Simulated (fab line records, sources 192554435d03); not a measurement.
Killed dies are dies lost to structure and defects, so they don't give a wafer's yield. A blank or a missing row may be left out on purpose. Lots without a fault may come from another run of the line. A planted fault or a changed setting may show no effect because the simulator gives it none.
Chamber matching | flow n5_finfet | N5_BEOL_M12_DEP_53 on pecvd-03: 3 sister chambers
The step deposits SiCN from 3MS/NH3, target thk 30 nm, time 10.5 s. 22 wafers are shown with their chamber, then 11 later ones without.

WAFERS WITH THEIR CHAMBER
wafer  | chamber | showerhead_plenum_p_Torr (Torr) | throttle_valve_pct (%)
L075.1 | 1       | 4.130                           | 18.3
L075.3 | 2       | 4.165                           | 17.1
L075.5 | 2       | 4.152                           | 16.8
L074.2 | 0       | 4.140                           | 17.6
L074.3 | 2       | 4.163                           | 16.7
L074.6 | 2       | 4.172                           | 16.9
L078.2 | 2       | 4.164                           | 17.1
L078.3 | 1       | 4.130                           | 18.3
L078.6 | 1       | 4.131                           | 18.3
L079.1 | 0       | 4.134                           | 17.6
L079.2 | 1       | 4.128                           | 18.2
L079.5 | 0       | 4.138                           | 17.6
L081.3 | 1       | 4.132                           | 18.2
L081.4 | 2       | 4.172                           | 16.7
L081.6 | 2       | 4.166                           | 17.1
L087.3 | 0       | 4.137                           | 17.8
L087.4 | 1       | 4.124                           | 18.0
L087.5 | 2       | 4.169                           | 17.1
L088.1 | 0       | 4.138                           | 17.7
L088.3 | 2       | 4.165                           | 17.1
L088.4 | 0       | 4.138                           | 17.6
L091.3 | 2       | 4.166                           | 16.9

SIGNATURES (means of the wafers above)
reading                  | chamber 0 | chamber 1 | chamber 2 | scatter within a chamber
showerhead_plenum_p_Torr | 4.13750   | 4.12917   | 4.16540   | 0.00428
throttle_valve_pct       | 17.650    | 18.217    | 16.950    | 0.139
Rule: a wafer's distance from a chamber is the root of the sum, over the readings, of the square of ((its reading less the chamber's mean) divided by the reading's scatter). The wafer belongs to the nearest chamber; if the next one is less than 2 further off, it can't be placed. The scatter: the root of (the sum of the squares of (reading less its chamber's mean) over the shown wafers, divided by (wafers less chambers)).

WAFERS WITHOUT THEIR CHAMBER
wafer  | showerhead_plenum_p_Torr (Torr) | throttle_valve_pct (%)
L091.5 | 4.144                           | 17.7
L091.6 | 4.130                           | 18.3
L095.1 | 4.127                           | 17.9
L095.3 | 4.153                           | 17.0
L095.6 | 4.165                           | 17.1
L094.3 | 4.135                           | 17.5
L094.5 | 4.139                           | 17.6
L094.6 | 4.127                           | 18.4
L096.1 | 4.126                           | 18.3
L096.4 | 4.161                           | 17.1
L096.5 | 4.133                           | 18.4

WHICH CHAMBER EACH WENT THROUGH
wafer  | from the rows above     | in truth
L091.5 | 0                       | 0
L091.6 | 1                       | 1
L095.1 | can't be placed: 1 or 0 | 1
L095.3 | 2                       | 2
L095.6 | 2                       | 2
L094.3 | 0                       | 0
L094.5 | 0                       | 0
L094.6 | 1                       | 1
L096.1 | 1                       | 1
L096.4 | 2                       | 2
L096.5 | 1                       | 1
Placed correctly: 10 of 11. Can't be placed from these rows: 1 (the true chamber is among the candidates in 1). Placed wrongly: 0.
